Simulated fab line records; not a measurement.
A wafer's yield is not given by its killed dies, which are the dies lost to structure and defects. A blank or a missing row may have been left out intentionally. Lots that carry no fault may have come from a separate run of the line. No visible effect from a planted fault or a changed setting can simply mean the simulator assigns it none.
Split-lot experiment | flow n5Finfet | route with 1938 steps; 7 lots, 21 wafers read

== ON THE SPLIT ==
At N5_MOL_CONTACT_COAG_ETCH_110 (etches Si in CF4/O2, target depth 2.5 nm, time 8 s), the setting sourceW was moved away from the recipe's 200 W on 8 of the 21 wafers read, by -16.5% to +10.5%. This setting was run at the recipe's value on the other wafers.

The reading is taken at the split's own step.

== THE READING ==
rfVppV, in V, at N5_MOL_CONTACT_COAG_ETCH_110 (etches Si in CF4/O2, target depth 2.5 nm, time 8 s). On this fab line, fault-free wafers typically give 127.7 V with a standard deviation of 1.7 V.

wafer  | tool, chamber at the split | sourceW as run, W | against the recipe | rfVppV, V | against lot-mates on the recipe
L074.2 | rieDiel-01, 2              | 200               | recipe             | 132.0     | -
L074.4 | rieDiel-01, 0              | 200               | recipe             | 128.3     | -
L074.6 | rieDiel-01, 3              | 200               | recipe             | 127.0     | -
L076.1 | rieDiel-01, 3              | 221               | +10.5%             | 119.4     | -8.9
L076.4 | rieDiel-01, 2              | 221               | +10.5%             | 123.0     | -5.3
L076.6 | rieDiel-01, 0              | 200               | recipe             | 128.3     | -
L080.1 | rieDiel-01, 3              | 200               | recipe             | 124.8     | -
L080.4 | rieDiel-01, 0              | 200               | recipe             | 130.3     | -
L080.5 | rieDiel-01, 1              | 166.9             | -16.5%             | 141.8     | +14.2
L083.1 | rieDiel-04, 3              | 200               | recipe             | 129.6     | -
L083.3 | rieDiel-04, 0              | 200               | recipe             | 129.6     | -
L083.5 | rieDiel-04, 1              | 209.6             | +4.8%              | 124.6     | -5.0
L089.1 | rieDiel-04, 3              | 200               | recipe             | 128.1     | -
L089.3 | rieDiel-04, 3              | 213.8             | +6.9%              | 124.6     | -3.5
L089.5 | rieDiel-04, 3              | 213.8             | +6.9%              | 124.2     | -3.9
L096.3 | rieDiel-05, 0              | 200               | recipe             | 128.5     | -
L096.5 | rieDiel-05, 0              | 200               | recipe             | 128.1     | -
L096.6 | rieDiel-05, 1              | 200               | recipe             | 125.3     | -
L097.1 | rieDiel-05, 2              | 183               | -8.5%              | 134.7     | +6.3
L097.2 | rieDiel-05, 0              | 200               | recipe             | 128.4     | -
L097.5 | rieDiel-05, 0              | 183               | -8.5%              | 135.2     | +6.8

THE FIT
A straight line over all 21 wafers: rfVppV changes by -0.738 V for each +1% of sourceW; r = -0.94; the points scatter about the line by 1.7 V.
The same after taking each lot's own level away (the mean of its wafers on the recipe; 21 wafers): -0.757 V for each +1%; r = -0.95; scatter 1.6 V.
The reading moves by 13 V for the largest change in sourceW, on that fit.
The span of the lots' own levels, 127.30 to 129.60 V, comes to 1.4 times the standard deviation stated above.
Hence the lot-to-lot level has little effect on the slope; both slopes agree.
Check: with one of the wafers moved furthest among these (-16.5%) left out of the fit, the line predicts +11.7 V for it against its lot-mates. It came out at +14.2 V against them.
Tool readings at the split's step, against how far the setting was moved: rfVppV r = -0.94.

== THESE WAFERS: OTHER SPLITS ==
Other splits were also applied to these wafers ahead of the reading. Each is held against what the fit with the lots' levels taken away leaves over:
other split on the same wafers  | wafers away from the commonest value | r with rfVppV (lot level and that fit taken away)
N5_SDB_STRIP_22 powerW          | 5                                    | -0.06
N5_HKMG_FIN_HK_ALD_01 aldCycles | 7                                    | -0.23
N5_HKMG_FIN_EXPOSE_46 doseMj    | 3                                    | -0.17
N5_GATE_CUT_ETCH_58 sourceW     | 8                                    | -0.22
N5_GATE_CUT_COAT_35 spinRpm     | 8                                    | -0.05

== THE WHOLE CHAIN: every reading that the file lists as answering this split, in the file's order ==
step                         | what it does                                       | reading                                                       | change (the file's fit)                | r (the file's)
N5_MOL_CONTACT_COAG_ETCH_110 | etches Si in CF4/O2, target depth 2.5 nm, time 8 s | rfVppV                                                        | -0.786 V for each +1% of the setting   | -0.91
N5_MOL_CONTACT_COAG_ETCH_110 | etches Si in CF4/O2, target depth 2.5 nm, time 8 s | etch.depthNm (the simulator's own value, which no gauge read) | +0.0204 nm for each +1% of the setting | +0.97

== THE FILE'S OWN FIT ==
rfVppV changes by -0.786 V for each +1% of sourceW, r = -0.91.
